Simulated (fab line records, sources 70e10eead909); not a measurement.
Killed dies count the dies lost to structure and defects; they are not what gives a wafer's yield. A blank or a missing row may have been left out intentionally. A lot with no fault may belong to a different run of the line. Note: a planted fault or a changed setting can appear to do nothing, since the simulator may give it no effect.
Chamber matching | flow nand harc | rie diel-13 running NHARC_A_STAIRCASE_TRIM_187: 4 sister chambers
The step chemistry O2, time 211.2 s. 18 wafers are shown with their chamber, then 9 later ones without.

WAFERS WITH THEIR CHAMBER
wafer  | chamber | drypump motor current A (A) | showerhead plenum p Torr (Torr) | oes product au (a.u.)
L075.2 | 1       | 5.9                         | 3.75                            | 1.007
L075.4 | 3       | 5.9                         | 3.57                            | 1.001
L075.5 | 3       | 5.9                         | 3.57                            | 1.007
L076.1 | 3       | 5.9                         | 3.57                            | 1.000
L076.2 | 0       | 5.3                         | 3.61                            | 0.981
L076.4 | 2       | 5.6                         | 3.56                            | 0.998
L077.3 | 1       | 5.9                         | 3.74                            | 0.998
L077.4 | 2       | 5.5                         | 3.56                            | 0.992
L077.5 | 2       | 5.5                         | 3.56                            | 1.004
L080.2 | 3       | 5.9                         | 3.56                            | 1.008
L080.3 | 2       | 5.6                         | 3.55                            | 1.006
L080.5 | 0       | 5.3                         | 3.60                            | 0.992
L084.3 | 2       | 5.6                         | 3.54                            | 0.995
L084.5 | 3       | 5.9                         | 3.55                            | 1.010
L084.6 | 0       | 5.2                         | 3.59                            | 0.990
L089.1 | 1       | 5.9                         | 3.72                            | 0.998
L089.4 | 3       | 5.9                         | 3.54                            | 1.019
L089.5 | 2       | 5.6                         | 3.54                            | 1.015

SIGNATURES (averages over the wafers above)
reading                  | chamber 0 | chamber 1 | chamber 2 | chamber 3 | scatter within a chamber
drypump motor current A  | 5.267     | 5.900     | 5.567     | 5.900     | 0.0378
showerhead plenum p Torr | 3.6000    | 3.7367    | 3.5517    | 3.5600    | 0.0118
oes product au           | 0.98767   | 1.00100   | 1.00167   | 1.00750   | 0.00714
Rule: a wafer's distance from a chamber is the root of the sum, over the readings, of the square of ((its reading less the chamber's mean) divided by the reading's scatter). If the next closest chamber is less than 2 further off than the closest, the wafer can't be placed; otherwise it belongs to the closest. The scatter: the root of (the sum of the squares of (reading less its chamber's mean) over the shown wafers, divided by (wafers less chambers)).

WAFERS WITH NO CHAMBER GIVEN
wafer  | drypump motor current A (A) | showerhead plenum p Torr (Torr) | oes product au (a.u.)
L093.1 | 5.6                         | 3.53                            | 1.003
L093.5 | 5.9                         | 3.71                            | 1.002
L093.6 | 5.3                         | 3.57                            | 0.995
L092.1 | 6.0                         | 3.71                            | 0.996
L092.2 | 5.6                         | 3.53                            | 1.001
L092.5 | 5.6                         | 3.53                            | 1.007
L094.1 | 5.5                         | 3.53                            | 1.018
L094.2 | 5.9                         | 3.54                            | 1.011
L094.5 | 5.3                         | 3.57                            | 0.994

THE CHAMBER EACH PASSED THROUGH
wafer  | from the rows above | in truth
L093.1 | 2                   | 2
L093.5 | 1                   | 1
L093.6 | 0                   | 0
L092.1 | 1                   | 1
L092.2 | 2                   | 2
L092.5 | 2                   | 2
L094.1 | 2                   | 2
L094.2 | 3                   | 3
L094.5 | 0                   | 0
9 of 9 placed correctly. Not placeable from these rows: 0. Placed wrongly: 0.
